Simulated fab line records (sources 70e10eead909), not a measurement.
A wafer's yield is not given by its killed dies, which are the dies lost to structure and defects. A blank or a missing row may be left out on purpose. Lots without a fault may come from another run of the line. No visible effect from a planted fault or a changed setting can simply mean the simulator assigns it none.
fab line records	flow nand_harc
[record] lots = 24	wafers = 72	last_day = 33
route steps=1302 shown P_BONDPAD@379 A_CHANNEL_HOLE_D1@462 A_CHANNEL_FILL_D1@507
lots that met no fault: from a run of the same line without faults
start_h: hours from the record's opening day to when the first of the lot's shown wafers began	wait_h: hours from the lot's prior step to this one	" as in the row above	L1.1+2: a row that stands for several wafers	- no value, or no start given	* or withheld: withheld	< > ~ a bound
route shown NAME@n: NAME is a module with steps in the file, n the number in the route of the first one	usual: mean/standard deviation taken from wafers without a fault	same: alike in all rows	chamber/n: place in a boat	sites: per-site readings	_std_site: the values' standard deviation	_edge_site: inner sites' mean taken away from outer sites' mean	radius_mm: how far each site lies from the wafer's centre	mask NAME#n: copy n	behind: the most recent tool/chamber to have shaped the wafer	hold: reason for holding the lot/hours on hold/outcome of the hold	device: which transistor (n, p or np) failed to switch	end of line: the route-end tests of the same wafers	a step with no rows: only its recipe	killed: dies lost to structure and defects at the first sort, not the wafer's yield	map: shows each die of a wafer: x if killed, . if not, _ if none is there
set.NAME: the setting the step ran with; set.NAME@STEP: the setting that earlier step ran with	model.NAME: the simulator's own value behind a step, which no gauge read
one table for each step of the route and one row for each wafer, over a sample of lots
services: when a tool's chamber went out of use (start_h, in hours from the record's first day, below 0 if earlier), for how many hours, and the reason
[[steps]]
[step NHARC_P_BONDPAD_ANNEAL_28]
[recipe] temp_c = 225	time_s = 90
[usual] anneal_temp_c_max = 226.2/0.33	wafer_temp_C_max = 226.2/0.5
lot.wafer	tool	chamber	start_h	wait_h	anneal_temp_c_max	wafer_temp_C_max
L074.1	rtp_anneal-02	0	133.43	-	226.3	226.7
L074.2	"	0	"	"	226.1	226.8
L074.5	"	0	"	"	226.3	226.7
L075.1	rtp_anneal-02	0	148.12	0.3	226.1	226.3
L075.3	"	0	"	"	226.5	226.5
L075.6	"	0	"	"	226.7	226.3
L076.2	rtp_anneal-01	0	155.43	-	226.0	225.5
L076.4	"	0	"	"	225.9	225.9
L076.5	"	0	"	"	225.7	225.9
L077.1	rtp_anneal-01	0	161.96	-	225.9	225.8
L077.3	"	0	"	"	226.0	225.8
L077.5	"	0	"	"	226.2	225.7
L078.1	rtp_anneal-02	0	175.90	0.3	226.7	227.1
L078.2	"	0	"	"	226.2	226.9
L078.5	"	0	"	"	226.3	226.6
L080.1	rtp_anneal-02	0	194.46	0.3	226.3	226.4
L080.3	"	0	"	"	226.1	226.9
L080.5	"	0	"	"	226.2	226.3
L079.1	rtp_anneal-01	0	195.39	-	225.8	225.9
L079.2	"	0	"	"	226.3	225.7
L079.5	"	0	"	"	225.8	226.5
L081.3	rtp_anneal-02	0	209.58	0.3	226.2	226.6
L081.4	"	0	"	"	226.5	226.4
L081.6	"	0	"	"	226.6	226.3
L082.2	rtp_anneal-02	0	232.27	0.4	226.5	226.6
L082.4	"	0	"	"	226.0	226.6
L082.6	"	0	"	"	226.1	226.4
L083.1	rtp_anneal-01	0	242.36	-	225.8	225.5
L083.2	"	0	"	"	225.9	225.6
L083.3	"	0	"	"	226.0	226.0
L084.2	rtp_anneal-01	0	246.42	-	225.2	225.7
L084.3	"	0	"	"	225.7	225.7
L084.6	"	0	"	"	225.7	225.8
L085.1	rtp_anneal-01	0	251.44	0.3	225.7	226.1
L085.2	"	0	"	"	225.9	225.7
L085.6	"	0	"	"	225.9	225.4
L086.1	rtp_anneal-01	0	254.79	-	226.0	225.6
L086.2	"	0	"	"	226.1	225.9
L086.5	"	0	"	"	225.9	226.1
L087.1	rtp_anneal-02	0	262.70	-	226.1	226.9
L087.4	"	0	"	"	226.4	226.6
L087.6	"	0	"	"	226.2	226.7
L088.2	rtp_anneal-02	0	286.38	-	226.6	226.7
L088.3	"	0	"	"	226.5	227.0
L088.5	"	0	"	"	226.6	226.0
L089.2	rtp_anneal-02	0	296.69	-	227.1	226.2
L089.3	"	0	"	"	226.1	226.3
L089.5	"	0	"	"	227.0	226.0
L090.2	rtp_anneal-02	0	303.09	-	226.6	227.6
L090.3	"	0	"	"	226.2	226.5
L090.5	"	0	"	"	226.4	227.1
L091.1	rtp_anneal-01	0	306.12	-	225.7	225.5
L091.5	"	0	"	"	226.4	225.4
L091.6	"	0	"	"	225.6	225.5
L092.1	rtp_anneal-01	0	311.97	0.3	226.1	225.4
L092.5	"	0	"	"	226.3	225.8
L092.6	"	0	"	"	226.0	226.0
L093.1	rtp_anneal-01	0	325.32	0.3	225.9	225.3
L093.2	"	0	"	"	225.8	225.7
L093.3	"	0	"	"	226.1	225.9
L094.2	rtp_anneal-01	0	332.73	0.3	225.9	225.7
L094.4	"	0	"	"	225.9	225.7
L094.5	"	0	"	"	226.0	225.3
L095.3	rtp_anneal-01	0	344.25	0.3	225.7	225.8
L095.4	"	0	"	"	226.0	226.1
L095.6	"	0	"	"	226.0	225.8
L096.1	rtp_anneal-02	0	362.79	0.3	226.4	226.3
L096.3	"	0	"	"	226.3	226.4
L096.6	"	0	"	"	226.4	227.1
L097.1	rtp_anneal-02	0	368.29	0.3	226.2	226.8
L097.2	"	0	"	"	226.3	227.0
L097.6	"	0	"	"	226.2	227.4
[step NHARC_P_BONDPAD_INSPECT_23]
[usual] raw_defect_count = 295/110
lot.wafer	tool	chamber	start_h	wait_h	raw_defect_count
L074.1	defect_inspect-01	-	134.33	0.0	251
L074.2	"	-	"	"	221
L074.5	"	-	"	"	222
L075.1	defect_inspect-02	-	148.98	0.0	317
L075.3	"	-	"	"	213
L075.6	"	-	"	"	147
L076.2	defect_inspect-01	-	156.54	0.0	554
L076.4	"	-	"	"	303
L076.5	"	-	"	"	492
L077.1	defect_inspect-02	-	162.84	0.0	383
L077.3	"	-	"	"	249
L077.5	"	-	"	"	231
L078.1	defect_inspect-01	-	176.82	0.0	250
L078.2	"	-	"	"	278
L078.5	"	-	"	"	244
L080.1	defect_inspect-01	-	195.38	0.0	156
L080.3	"	-	"	"	129
L080.5	"	-	"	"	163
L079.1	defect_inspect-02	-	196.26	0.0	301
L079.2	"	-	"	"	287
L079.5	"	-	"	"	264
L081.3	defect_inspect-01	-	210.36	0.0	232
L081.4	"	-	"	"	476
L081.6	"	-	"	"	342
L082.2	defect_inspect-02	-	233.12	0.0	381
L082.4	"	-	"	"	489
L082.6	"	-	"	"	400
L083.1	defect_inspect-01	-	243.25	0.0	214
L083.2	"	-	"	"	220
L083.3	"	-	"	"	288
L084.2	defect_inspect-01	-	247.24	0.0	288
L084.3	"	-	"	"	339
L084.6	"	-	"	"	487
L085.1	defect_inspect-02	-	252.33	0.0	493
L085.2	"	-	"	"	248
L085.6	"	-	"	"	480
L086.1	defect_inspect-01	-	255.70	0.0	307
L086.2	"	-	"	"	305
L086.5	"	-	"	"	165
L087.1	defect_inspect-02	-	263.57	0.0	320
L087.4	"	-	"	"	380
L087.6	"	-	"	"	504
L088.2	defect_inspect-02	-	287.21	0.0	242
L088.3	"	-	"	"	298
L088.5	"	-	"	"	175
L089.2	defect_inspect-01	-	297.51	0.0	229
L089.3	"	-	"	"	217
L089.5	"	-	"	"	256
L090.2	defect_inspect-01	-	303.93	0.0	564
L090.3	"	-	"	"	392
L090.5	"	-	"	"	388
L091.1	defect_inspect-02	-	307.03	0.0	334
L091.5	"	-	"	"	455
L091.6	"	-	"	"	529
L092.1	defect_inspect-01	-	312.85	0.0	301
L092.5	"	-	"	"	238
L092.6	"	-	"	"	276
L093.1	defect_inspect-01	-	326.21	0.0	392
L093.2	"	-	"	"	193
L093.3	"	-	"	"	156
L094.2	defect_inspect-01	-	333.55	0.0	204
L094.4	"	-	"	"	174
L094.5	"	-	"	"	196
L095.3	defect_inspect-01	-	345.05	0.0	292
L095.4	"	-	"	"	432
L095.6	"	-	"	"	251
L096.1	defect_inspect-01	-	363.68	0.0	251
L096.3	"	-	"	"	327
L096.6	"	-	"	"	283
L097.1	defect_inspect-01	-	369.18	0.0	447
L097.2	"	-	"	"	350
L097.6	"	-	"	"	196
[step NHARC_A_CHANNEL_HOLE_D1_CD_MEAS_10]
[recipe] target_cd_nm = 100	landing_energy_ev = 500
[usual] cd_nm = 99.7/0.61
[same] landing_energy_ev = 500
lot.wafer	tool	chamber	start_h	wait_h	cd_nm
L074.1	cd_sem-01	0	173.57	-	99.5
L074.2	"	0	"	"	99.9
L074.5	"	0	"	"	100.0
L075.1	cd_sem-01	0	199.51	-	99.5
L075.3	"	0	"	"	99.2
L075.6	"	0	"	"	99.3
L076.2	cd_sem-01	0	202.89	-	100.2
L076.4	"	0	"	"	100.0
L076.5	"	0	"	"	99.4
L077.1	cd_sem-01	0	207.50	-	99.9
L077.3	"	0	"	"	100.4
L077.5	"	0	"	"	99.9
L078.1	cd_sem-02	0	215.77	-	100.2
L078.2	"	0	"	"	99.3
L078.5	"	0	"	"	100.1
L079.1	cd_sem-03	0	239.95	-	100.7
L079.2	"	0	"	"	100.5
L079.5	"	0	"	"	99.9
L080.1	cd_sem-03	0	240.13	-	99.7
L080.3	"	0	"	"	100.1
L080.5	"	0	"	"	99.6
L081.3	cd_sem-02	0	259.23	-	99.2
L081.4	"	0	"	"	99.6
L081.6	"	0	"	"	99.4
L082.2	cd_sem-03	0	272.99	-	99.8
L082.4	"	0	"	"	100.0
L082.6	"	0	"	"	99.9
L083.1	cd_sem-01	0	284.91	-	99.9
L083.2	"	0	"	"	99.3
L083.3	"	0	"	"	100.2
L084.2	cd_sem-01	0	286.20	-	99.8
L084.3	"	0	"	"	100.6
L084.6	"	0	"	"	100.1
L086.1	cd_sem-02	0	292.13	-	100.1
L086.2	"	0	"	"	99.7
L086.5	"	0	"	"	99.7
L085.1	cd_sem-02	0	293.25	-	101.0
L085.2	"	0	"	"	99.5
L085.6	"	0	"	"	99.9
L087.1	cd_sem-03	0	301.84	-	98.7
L087.4	"	0	"	"	98.5
L087.6	"	0	"	"	99.1
L088.2	cd_sem-01	0	335.75	-	98.8
L088.3	"	0	"	"	98.6
L088.5	"	0	"	"	99.1
L091.1	cd_sem-03	0	343.20	-	99.7
L091.5	"	0	"	"	100.7
L091.6	"	0	"	"	99.5
L089.2	cd_sem-02	0	343.38	-	100.4
L089.3	"	0	"	"	99.4
L089.5	"	0	"	"	100.9
L090.2	cd_sem-03	0	348.57	-	99.2
L090.3	"	0	"	"	99.0
L090.5	"	0	"	"	99.7
L092.1	cd_sem-01	0	353.99	-	99.9
L092.5	"	0	"	"	98.7
L092.6	"	0	"	"	99.1
L093.1	cd_sem-02	0	367.16	-	100.1
L093.2	"	0	"	"	100.4
L093.3	"	0	"	"	101.4
L094.2	cd_sem-01	0	379.27	-	99.7
L094.4	"	0	"	"	100.4
L094.5	"	0	"	"	99.3
L095.3	cd_sem-01	0	392.56	-	98.9
L095.4	"	0	"	"	98.9
L095.6	"	0	"	"	99.6
L096.1	cd_sem-01	0	406.27	-	99.1
L096.3	"	0	"	"	100.7
L096.6	"	0	"	"	100.6
L097.1	cd_sem-01	0	406.87	-	99.6
L097.2	"	0	"	"	100.2
L097.6	"	0	"	"	100.1
[step NHARC_A_CHANNEL_HOLE_D1_INSPECT_12]
[usual] raw_defect_count = 5.3/2.8
lot.wafer	tool	chamber	start_h	wait_h	raw_defect_count
L074.1	defect_inspect-02	-	173.70	0.0	0
L074.2	"	-	"	"	3
L074.5	"	-	"	"	4
L075.1	defect_inspect-02	-	199.64	0.0	7
L075.3	"	-	"	"	6
L075.6	"	-	"	"	9
L076.2	defect_inspect-02	-	203.01	0.0	5
L076.4	"	-	"	"	6
L076.5	"	-	"	"	7
L077.1	defect_inspect-02	-	207.62	0.0	7
L077.3	"	-	"	"	7
L077.5	"	-	"	"	5
L078.1	defect_inspect-01	-	215.90	0.0	2
L078.2	"	-	"	"	7
L078.5	"	-	"	"	1
L079.1	defect_inspect-02	-	240.08	0.0	5
L079.2	"	-	"	"	5
L079.5	"	-	"	"	2
L080.1	defect_inspect-02	-	240.26	0.0	4
L080.3	"	-	"	"	0
L080.5	"	-	"	"	2
L081.3	defect_inspect-02	-	259.35	0.0	5
L081.4	"	-	"	"	4
L081.6	"	-	"	"	11
L082.2	defect_inspect-02	-	273.12	0.0	5
L082.4	"	-	"	"	4
L082.6	"	-	"	"	3
L083.1	defect_inspect-01	-	285.04	0.0	4
L083.2	"	-	"	"	9
L083.3	"	-	"	"	4
L084.2	defect_inspect-01	-	286.33	0.0	5
L084.3	"	-	"	"	7
L084.6	"	-	"	"	6
L086.1	defect_inspect-01	-	292.26	0.0	4
L086.2	"	-	"	"	12
L086.5	"	-	"	"	6
L085.1	defect_inspect-02	-	293.38	0.0	6
L085.2	"	-	"	"	7
L085.6	"	-	"	"	8
L087.1	defect_inspect-02	-	301.96	0.0	5
L087.4	"	-	"	"	5
L087.6	"	-	"	"	5
L088.2	defect_inspect-01	-	335.87	0.0	3
L088.3	"	-	"	"	1
L088.5	"	-	"	"	2
L091.1	defect_inspect-01	-	343.33	0.0	6
L091.5	"	-	"	"	3
L091.6	"	-	"	"	2
L089.2	defect_inspect-01	-	343.50	0.0	3
L089.3	"	-	"	"	4
L089.5	"	-	"	"	8
L090.2	defect_inspect-02	-	348.70	0.0	8
L090.3	"	-	"	"	9
L090.5	"	-	"	"	1
L092.1	defect_inspect-02	-	354.11	0.0	2
L092.5	"	-	"	"	12
L092.6	"	-	"	"	6
L093.1	defect_inspect-01	-	367.28	0.0	2
L093.2	"	-	"	"	3
L093.3	"	-	"	"	2
L094.2	defect_inspect-02	-	379.40	0.0	3
L094.4	"	-	"	"	7
L094.5	"	-	"	"	6
L095.3	defect_inspect-02	-	392.68	0.0	2
L095.4	"	-	"	"	9
L095.6	"	-	"	"	3
L096.1	defect_inspect-02	-	406.40	0.0	4
L096.3	"	-	"	"	6
L096.6	"	-	"	"	6
L097.1	defect_inspect-02	-	407.00	0.0	4
L097.2	"	-	"	"	7
L097.6	"	-	"	"	4
[step NHARC_A_CHANNEL_HOLE_D1_ETCH_23]
[recipe] bias_v = 5000	source_w = withheld	pressure_mtorr = 20	time_s = 819	ar_flow_sccm = 375	c4f8_flow_sccm = 89.3	o2_flow_sccm = 35.7	temp_c = -20	target_depth_a = 16000	chemistry = C4F8/O2/Ar
[usual] drypump_motor_current_A = 5.7/0.43	o2_flow_sccm = 35.70/0.1	showerhead_plenum_p_Torr = 3.71/0.032	throttle_valve_pct = 32.155/0.008
lot.wafer	tool	chamber	start_h	wait_h	drypump_motor_current_A	o2_flow_sccm	rf_hours_counter_h	showerhead_plenum_p_Torr	throttle_valve_pct
L074.1	har_etch-02	1	180.88	0.9	5.4	35.66	277	3.78	32.148
L074.2	"	1	"	"	5.4	35.66	-	3.78	32.148
L074.5	"	1	"	"	5.4	35.67	-	3.78	32.148
L075.1	har_etch-02	1	202.69	0.5	5.4	35.77	291	3.77	32.149
L075.3	"	0	"	"	6.5	35.75	-	3.76	32.148
L075.6	"	1	"	"	5.4	35.74	-	3.77	32.153
L076.2	har_etch-02	1	206.84	0.5	5.4	35.64	295	3.77	32.153
L076.4	"	1	"	"	5.4	35.83	-	3.77	32.138
L076.5	"	1	"	"	5.4	35.65	-	3.77	32.154
L077.1	har_etch-01	0	210.41	0.5	5.5	35.56	112	3.72	32.149
L077.3	"	0	"	"	5.4	35.53	-	3.72	32.154
L077.5	"	0	"	"	5.4	35.66	-	3.72	32.152
L078.1	har_etch-01	1	218.79	0.5	5.7	35.82	116	3.72	32.156
L078.2	"	0	"	"	5.5	35.78	116	3.72	32.162
L078.5	"	1	"	"	5.7	35.73	-	3.72	32.151
L079.1	har_etch-02	0	242.75	0.5	6.5	35.59	322	3.75	32.149
L079.2	"	1	"	"	5.4	35.68	314	3.76	32.160
L079.5	"	1	"	"	5.4	35.70	-	3.76	32.162
L080.1	har_etch-01	1	244.81	0.5	5.6	35.91	131	3.71	32.143
L080.3	"	0	"	"	5.4	35.92	-	3.71	32.179
L080.5	"	0	"	"	5.4	35.82	-	3.71	32.155
L081.4	har_etch-01	1	262.28	0.5	5.6	35.61	-	3.71	32.157
L081.3	"	0	"	"	5.4	35.73	-	3.71	32.144
L081.6	"	1	"	"	5.7	35.74	-	3.71	32.168
L082.2	har_etch-01	1	275.91	0.5	5.7	35.55	143	3.70	32.153
L082.4	"	0	"	"	5.4	35.71	-	3.70	32.161
L082.6	"	0	"	"	5.5	35.62	-	3.70	32.147
L083.1	har_etch-02	1	287.89	0.5	5.4	35.70	337	3.74	32.140
L083.2	"	0	"	"	6.5	35.80	345	3.74	32.165
L083.3	"	0	"	"	6.5	35.77	-	3.74	32.147
L084.2	har_etch-02	0	292.07	0.5	6.5	35.63	349	3.74	32.165
L084.3	"	0	"	"	6.5	35.58	-	3.74	32.162
L084.6	"	0	"	"	6.5	35.73	-	3.74	32.160
L086.2	har_etch-01	0	297.64	0.5	5.4	35.61	162	3.69	32.145
L086.1	"	1	"	"	5.6	35.81	162	3.69	32.165
L086.5	"	0	"	"	5.4	35.58	-	3.69	32.148
L085.2	har_etch-02	0	300.40	0.5	6.5	35.85	357	3.73	32.152
L085.1	"	1	"	"	5.4	35.91	349	3.74	32.143
L085.6	"	0	"	"	6.5	35.68	-	3.73	32.165
L087.1	har_etch-01	1	307.53	0.5	5.7	35.60	166	3.69	32.148
L087.4	"	0	"	"	5.4	35.82	-	3.69	32.133
L087.6	"	0	"	"	5.4	36.00	-	3.69	32.165
L088.2	har_etch-01	1	339.09	0.5	5.7	35.81	184	3.68	32.156
L088.3	"	1	"	"	5.7	35.79	-	3.68	32.152
L088.5	"	1	"	"	5.7	35.73	-	3.68	32.157
L091.1	har_etch-01	0	346.00	0.5	5.4	35.77	188	3.68	32.147
L091.5	"	0	"	"	5.4	35.52	-	3.68	32.145
L091.6	"	1	"	"	5.7	35.86	-	3.68	32.157
L089.2	har_etch-02	1	346.21	0.5	5.4	35.70	375	3.72	32.160
L089.3	"	0	"	"	6.5	35.58	-	3.72	32.152
L089.5	"	1	"	"	5.4	35.67	-	3.72	32.151
L090.2	har_etch-01	0	354.49	0.5	5.4	35.63	196	3.68	32.151
L090.3	"	0	"	"	5.4	35.79	-	3.68	32.162
L090.5	"	0	"	"	5.4	35.83	-	3.67	32.160
L092.1	har_etch-02	0	356.80	0.5	6.5	35.77	391	3.71	32.156
L092.5	"	0	"	"	6.5	35.70	-	3.71	32.157
L092.6	"	1	"	"	5.4	35.63	-	3.72	32.167
L093.2	har_etch-01	0	369.96	0.5	5.4	35.49	204	3.67	32.153
L093.1	"	1	"	"	5.7	35.79	204	3.67	32.156
L093.3	"	0	"	"	5.4	35.82	-	3.67	32.163
L094.2	har_etch-01	1	382.09	0.5	5.6	35.71	211	3.67	32.152
L094.4	"	1	"	"	5.7	35.70	-	3.67	32.145
L094.5	"	0	"	"	5.4	35.78	-	3.67	32.155
L095.4	har_etch-02	1	396.00	0.5	5.4	35.61	-	3.71	32.151
L095.3	"	0	"	"	6.6	35.69	-	3.71	32.151
L095.6	"	0	"	"	6.6	35.58	-	3.71	32.139
L096.1	har_etch-01	1	411.51	0.5	5.7	35.61	227	3.66	32.152
L096.3	"	1	"	"	5.7	35.67	-	3.66	32.166
L096.6	"	0	"	"	5.5	35.64	-	3.66	32.146
L097.1	har_etch-02	1	415.50	0.5	5.4	35.65	13	3.71	32.153
L097.2	"	0	"	"	6.6	35.66	13	3.70	32.157
L097.6	"	0	"	"	6.5	35.69	-	3.70	32.156
[step NHARC_A_CHANNEL_FILL_D1_ALD_25]
[recipe] target_thk_a = 600	pulse_time_s = 10	ald_cycles = 600	temp_c = 300	material = SiOx
[usual] heater_power_w = 465/39	precursor_pulse_height_rel = 1.000/0.02
lot.wafer	tool	chamber	start_h	wait_h	heater_power_w	precursor_pulse_height_rel
L074.2	ald_hk-02	1	225.40	0.1	406	1.016
L074.1	"	3	226.64	1.3	450	0.981
L074.5	"	2	228.50	3.1	533	1.010
L075.3	ald_hk-03	1	246.73	0.0	453	0.993
L075.1	"	3	247.94	1.3	464	0.990
L075.6	"	1	249.15	2.5	454	1.017
L076.2	ald_hk-02	1	247.35	0.7	410	0.996
L076.4	"	2	"	"	506	1.033
L076.5	"	1	249.82	3.1	408	0.988
L077.3	ald_hk-01	1	252.25	0.1	455	1.011
L077.1	"	0	254.12	1.9	536	0.999
L077.5	"	2	255.37	3.2	533	0.976
L078.1	ald_hk-01	3	260.89	0.1	437	0.992
L078.2	"	1	262.13	1.3	468	1.025
L078.5	"	0	263.99	3.1	547	0.968
L080.3	ald_hk-03	0	283.98	0.0	459	1.015
L080.1	"	1	"	"	452	0.998
L080.5	"	1	287.02	3.1	459	0.967
L079.2	ald_hk-01	3	283.99	0.1	451	0.992
L079.1	"	0	"	"	523	1.006
L079.5	"	0	287.10	3.2	518	0.982
L081.3	ald_hk-03	0	306.32	0.1	468	0.992
L081.4	"	1	"	"	441	1.006
L081.6	"	0	308.82	2.5	463	0.990
L082.4	ald_hk-03	0	322.23	0.0	465	0.995
L082.2	"	3	324.06	1.9	460	1.014
L082.6	"	1	325.29	3.1	459	0.962
L083.1	ald_hk-03	3	330.02	0.1	461	0.964
L083.2	"	0	"	"	472	0.999
L083.3	"	2	331.87	1.9	435	0.991
L084.3	ald_hk-03	3	335.26	1.3	461	0.997
L084.2	"	0	"	"	457	1.017
L084.6	"	1	"	"	461	1.035
L085.1	ald_hk-02	2	341.68	0.1	530	1.007
L085.2	"	0	342.93	1.3	420	0.993
L085.6	"	2	344.18	2.5	526	1.004
L086.2	ald_hk-03	1	342.30	0.7	456	0.990
L086.1	"	3	343.55	1.9	457	1.028
L086.5	"	1	344.79	3.2	450	1.013
L087.4	ald_hk-02	0	351.81	1.1	421	1.044
L087.1	"	1	"	"	400	0.991
L087.6	"	3	353.70	3.0	438	1.018
L088.2	ald_hk-02	2	383.26	0.7	502	0.993
L088.3	"	3	"	"	455	1.002
L088.5	"	2	385.67	3.1	500	0.985
L091.1	ald_hk-03	3	387.96	0.1	481	1.012
L091.5	"	3	392.86	4.9	468	0.999
L091.6	"	0	394.08	6.2	448	0.995
L089.3	ald_hk-01	3	387.96	0.1	458	1.033
L089.2	"	1	389.19	1.3	481	1.011
L089.5	"	0	391.04	3.1	513	1.034
L090.2	ald_hk-01	1	398.45	0.7	461	1.012
L090.3	"	3	399.68	1.9	455	0.995
L090.5	"	1	400.91	3.1	467	1.011
L092.1	ald_hk-02	1	399.07	1.3	424	1.001
L092.5	"	3	400.30	2.5	439	0.999
L092.6	"	0	"	"	423	0.995
L093.1	ald_hk-02	1	414.41	0.1	440	1.052
L093.2	"	2	"	"	499	0.989
L093.3	"	3	"	"	439	1.027
L094.4	ald_hk-01	0	425.99	0.1	526	0.979
L094.2	"	3	429.65	3.7	442	0.998
L094.5	"	1	432.10	6.2	471	1.005
L095.4	ald_hk-02	0	444.73	2.0	413	1.013
L095.3	"	3	446.56	3.8	451	0.959
L095.6	"	1	447.77	5.0	430	0.985
L096.3	ald_hk-02	3	456.79	1.3	451	0.975
L096.1	"	0	"	"	418	1.025
L096.6	"	2	458.62	3.1	508	0.995
L097.2	ald_hk-01	2	460.06	0.1	562	1.020
L097.1	"	3	"	"	467	1.000
L097.6	"	2	462.53	2.5	565	1.031
[[services]]
tool	chamber	start_h	hours	kind
ald_hk-01	-	124.69	10.0	pm
ald_hk-03	-	131.21	0.6	repair
har_etch-02	1	148.95	-	consumable_replace:focus_ring
har_etch-02	1	148.95	17.0	scheduled_down
har_etch-02	1	148.95	17.0	vent_cycle
har_etch-01	-	152.28	2.9	repair
har_etch-02	-	159.41	0.7	repair
ald_hk-02	-	173.53	10.0	pm
har_etch-02	0	178.01	-	consumable_replace:focus_ring
har_etch-02	0	178.01	17.0	scheduled_down
har_etch-02	0	178.01	17.0	vent_cycle
ald_hk-01	-	196.63	3.6	repair
ald_hk-03	-	219.88	10.0	pm
ald_hk-01	-	304.64	10.0	pm
rtp_anneal-01	-	372.00	12.0	pm
ald_hk-02	-	372.83	0.7	repair
har_etch-02	-	377.00	17.0	pm
har_etch-02	0	377.00	17.0	vent_cycle
har_etch-02	1	377.00	17.0	vent_cycle
har_etch-02	0	394.00	-	clean
har_etch-02	0	394.00	-	consumable_replace:esc
har_etch-02	0	394.00	-	consumable_replace:focus_ring
har_etch-02	1	394.00	-	clean
ald_hk-03	-	398.02	10.0	pm
[[key]]
fault none
